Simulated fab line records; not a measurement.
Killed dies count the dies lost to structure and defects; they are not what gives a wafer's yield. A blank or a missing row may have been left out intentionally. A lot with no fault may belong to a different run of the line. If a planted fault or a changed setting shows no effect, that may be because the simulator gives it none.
The tool behind it: which one?	flow n5_finfet	27 wafers from 9 lots sampled at 5 of the route's 1938 steps

== WHAT THE GAUGES READ, wafer by wafer ==
N5_BEOL_M1_OVL_MEAS_12. Usual: M1_OVL gives 0.2 nm (standard deviation 0.75).
lot	measured	on	M1_OVL (nm)	flag
L851	day 6 03:12	overlay-01	-0.5 0.7 0.1	
L854	day 6 17:14	overlay-02	0.3 -0.3 1.2	
L855	day 7 05:47	overlay-02	-0.2 -0.7 0.6	
L856	day 7 06:01	overlay-01	0.9 1.2 -0.5	
L858	day 8 00:41	overlay-01	1.1 1.4 0.2	
L864	day 9 16:59	overlay-01	0.3 0.5 1.0	
L870	day 11 02:55	overlay-01	0.1 -0.9 0.6	
L871	day 11 03:13	overlay-02	0.0 -0.5 0.9	
L874	day 12 05:59	overlay-01	0.1 -0.7 1.0	

N5_BEOL_M4_RC_MEAS_101. Usual: DIBL_N 36.2 mV/V, standard deviation 1.6; DIBL_P 36.1 mV/V, standard deviation 2; IOFF_N 0.16 nA/um, standard deviation 0.032; IOFF_P 0.22 nA/um, standard deviation 0.036; ION_N 672 uA/um, standard deviation 11; ION_P 463 uA/um, standard deviation 7.5; SS_N 71.4 mV/dec, standard deviation 0.58; SS_P 73.2 mV/dec, standard deviation 0.67; VT_N 250 mV, standard deviation 3.3; VT_P -250 mV, standard deviation 3.3.
lot	measured	on	DIBL_N (mV/V)	DIBL_P (mV/V)	IOFF_N (nA/um)	IOFF_P (nA/um)	ION_N (uA/um)	ION_P (uA/um)	SS_N (mV/dec)	SS_P (mV/dec)	VT_N (mV)	VT_P (mV)	flag
L851	day 8 04:59	prober-02	36.6 37.2 34.5	37.3 38.7 35.6	0.13 0.17 0.12	0.17 0.19 0.15	652 679 660	446 456 444	71.1 72.3 70.7	72.5 74.0 72.3	254 247 255	-257 -251 -256	
L854	day 8 13:38	prober-02	36.3 37.3 37.1	35.6 37.0 36.1	0.16 0.18 0.16	0.23 0.25 0.22	683 680 680	474 465 472	71.8 71.7 71.6	73.3 73.5 73.8	247 247 248	-250 -246 -250	
L855	day 9 05:44	prober-01	38.3 35.9 36.2	35.2 32.5 33.4	0.17 0.13 0.13	0.21 0.18 0.19	679 662 671	465 458 460	71.6 71.3 71.5	73.2 71.8 72.3	248 248 251	-249 -251 -250	
L856	day 9 08:32	prober-01	37.3 36.5 34.3	36.4 34.5 33.2	0.17 0.17 0.13	0.23 0.20 0.18	673 678 668	467 459 457	71.5 71.8 70.1	73.2 72.7 72.1	250 247 249	-247 -249 -250	
L858	day 9 21:27	prober-02	34.3 33.2 35.8	33.8 33.0 37.2	0.13 0.12 0.16	0.17 0.15 0.22	659 648 670	452 440 458	71.4 70.8 71.2	72.2 72.7 73.9	255 257 249	-256 -258 -252	
L864	day 11 13:42	prober-02	37.5 39.5 37.5	39.2 41.9 39.3	0.22 0.26 0.20	0.26 0.31 0.25	680 693 690	463 475 472	71.8 73.1 71.6	74.1 74.5 74.0	243 243 245	-250 -246 -250	
L870	day 14 05:20	prober-02	35.7 35.1 36.1	34.4 34.1 35.5	0.15 0.15 0.16	0.18 0.17 0.19	675 665 679	458 449 455	71.3 71.9 71.9	73.4 73.3 73.0	250 252 249	-255 -251 -251	
L871	day 13 17:14	prober-02	40.5 37.6 38.3	38.1 34.2 34.9	0.21 0.15 0.16	0.27 0.20 0.20	666 660 653	462 462 457	71.8 71.4 71.7	73.7 72.6 72.8	246 250 251	-247 -250 -250	
L874	day 15 03:51	prober-02	38.7 36.5 34.7	39.5 37.2 35.7	0.20 0.16 0.13	0.25 0.22 0.20	694 679 661	469 470 465	72.4 72.2 71.4	73.6 73.4 72.2	244 250 252	-246 -247 -252	

== TOOL THAT RAN EACH LOT (tool first, then ch and the chambers of the sampled wafers, then the start) ==
lot	N5_BEOL_M1_VIA_ETCH_34	N5_BEOL_M1_ETCH_41	N5_BEOL_M1_ALD_84
L851	rie_diel-05 ch 0,2,3, day 6 12:53	rie_diel-05 ch 0,2,3, day 6 13:30 or earlier	ald_metal-04 ch 0,1,3, day 6 13:30
L854	rie_diel-03 ch 0,1,3, day 6 18:40	rie_diel-03 ch 0,1,3, day 6 19:17 or earlier	ald_metal-03 ch 0,3, day 6 19:17
L855	rie_diel-04 ch 0,1,3, day 7 07:18	rie_diel-04 ch 0,1,3, day 7 08:09 or earlier	ald_metal-03 ch 0,1,3, day 7 08:09
L856	rie_diel-03 ch 0,3, day 7 07:30	rie_diel-03 ch 0,3, day 7 08:34 or earlier	ald_metal-04 ch 0,1,2, day 7 08:34
L858	rie_diel-04 ch 1,2, day 8 07:10	rie_diel-04 ch 1,2, day 8 07:57 or earlier	ald_metal-04 ch 0,1,2, day 8 07:57
L864	rie_diel-03 ch 0,2,3, day 9 21:17	rie_diel-03 ch 0,2,3, day 9 22:08 or earlier	ald_metal-04 ch 0,3, day 9 22:08
L870	rie_diel-04 ch 0,1, day 11 12:01	rie_diel-04 ch 0,1, day 11 13:01 or earlier	ald_metal-04 ch 0,2, day 11 13:01
L871	rie_diel-04 ch 0,3, day 11 17:04	rie_diel-04 ch 0,3, day 11 17:37 or earlier	ald_metal-04 ch 0,2, day 11 17:37
L874	rie_diel-04 ch 0,3, day 12 07:56	rie_diel-04 ch 0,3, day 12 08:55 or earlier	ald_metal-03 ch 1,2, day 12 08:55
- N5_BEOL_M1_VIA_ETCH_34: etches the open film in C4F6/O2, target depth 67.8 nm, time 64.4 s.
- N5_BEOL_M1_ETCH_41: etches SiCN in CH3F/O2, target depth 31.9 nm, time 57.8 s.
- N5_BEOL_M1_ALD_84: deposits TaN, pulse time 2 s, purge time 3 s, co reactant purge time 2 s.

== WHAT THE TOOLS THEMSELVES READ (means of the sampled wafers that have a number; where no wafer has one, the mark that the record gives instead) ==
N5_BEOL_M1_VIA_ETCH_34. Usual: drypump_motor_current_A 5.6 A, standard deviation 0.44; oes_product_au 0.78 a.u., standard deviation 0.082; rf_vpp_V 668 V, standard deviation 14; showerhead_plenum_p_Torr 2.84 Torr, standard deviation 0.07; throttle_valve_pct 30.88 %, standard deviation 0.15.
lot	tool	drypump_motor_current_A (A)	oes_product_au (a.u.)	rf_vpp_V (V)	showerhead_plenum_p_Torr (Torr)	throttle_valve_pct (%)	flag
L851	rie_diel-05	5.6	0.74	666	2.87	30.65	
L854	rie_diel-03	5.4	0.80	677	2.86	30.92	
L855	rie_diel-04	5.6	0.74	659	2.83	30.98	
L856	rie_diel-03	5.5	0.83	671	2.84	30.93	
L858	rie_diel-04	5.9	0.75	654	2.80	30.98	
L864	rie_diel-03	5.4	0.94	673	2.88	30.86	
L870	rie_diel-04	5.8	0.74	656	2.84	31.02	
L871	rie_diel-04	5.7	0.81	669	2.82	30.92	
L874	rie_diel-04	5.4	0.87	659	2.81	30.87	

N5_BEOL_M1_ETCH_41. Usual: drypump_motor_current_A 5.6 A, standard deviation 0.44; oes_product_au 0.78 a.u., standard deviation 0.081; rf_vpp_V 297.3 V, standard deviation 1.3; showerhead_plenum_p_Torr 2.00 Torr, standard deviation 0.051; throttle_valve_pct 16.40 %, standard deviation 0.2.
lot	tool	drypump_motor_current_A (A)	oes_product_au (a.u.)	rf_vpp_V (V)	showerhead_plenum_p_Torr (Torr)	throttle_valve_pct (%)	flag
L851	rie_diel-05	5.6	0.75	298.2	2.02	16.33	
L854	rie_diel-03	5.4	0.80	298.3	2.01	16.40	
L855	rie_diel-04	5.5	0.75	296.3	2.00	16.51	
L856	rie_diel-03	5.5	0.84	297.6	1.99	16.37	
L858	rie_diel-04	5.9	0.76	296.7	1.97	16.51	
L864	rie_diel-03	5.4	0.87	298.0	2.02	16.29	
L870	rie_diel-04	5.8	0.75	297.2	2.00	16.56	
L871	rie_diel-04	5.8	0.82	297.2	1.98	16.34	
L874	rie_diel-04	5.4	0.87	296.4	1.98	16.25	

N5_BEOL_M1_ALD_84. Usual: 422 W for heater_power_w, sd 51.
lot	tool	heater_power_w (W)	flag
L851	ald_metal-04	393	
L854	ald_metal-03	413	
L855	ald_metal-03	425	
L856	ald_metal-04	387	
L858	ald_metal-04	383	
L864	ald_metal-04	403	
L870	ald_metal-04	362	
L871	ald_metal-04	373	
L874	ald_metal-03	413	

== THE ANSWER, worked out from the rows above alone ==
Rule: a lot is off if the mean of its wafers that have a number lies more than 3 standard deviations from the usual mean. Also off: a lot with no number at a reading for which 4 or more lots have one. The other lots that the step has rows for count as sound. After the gauges, taken in route order, come the tools' own readings; for these a lot's mean is taken, as printed above. At the first step where some lot is off, the reading lying furthest off is the one used; lots without a number count as furthest.
No lot is off on any of the readings shown, so nothing can be concluded from this.

== WHAT THE SIMULATOR PUT IN ==
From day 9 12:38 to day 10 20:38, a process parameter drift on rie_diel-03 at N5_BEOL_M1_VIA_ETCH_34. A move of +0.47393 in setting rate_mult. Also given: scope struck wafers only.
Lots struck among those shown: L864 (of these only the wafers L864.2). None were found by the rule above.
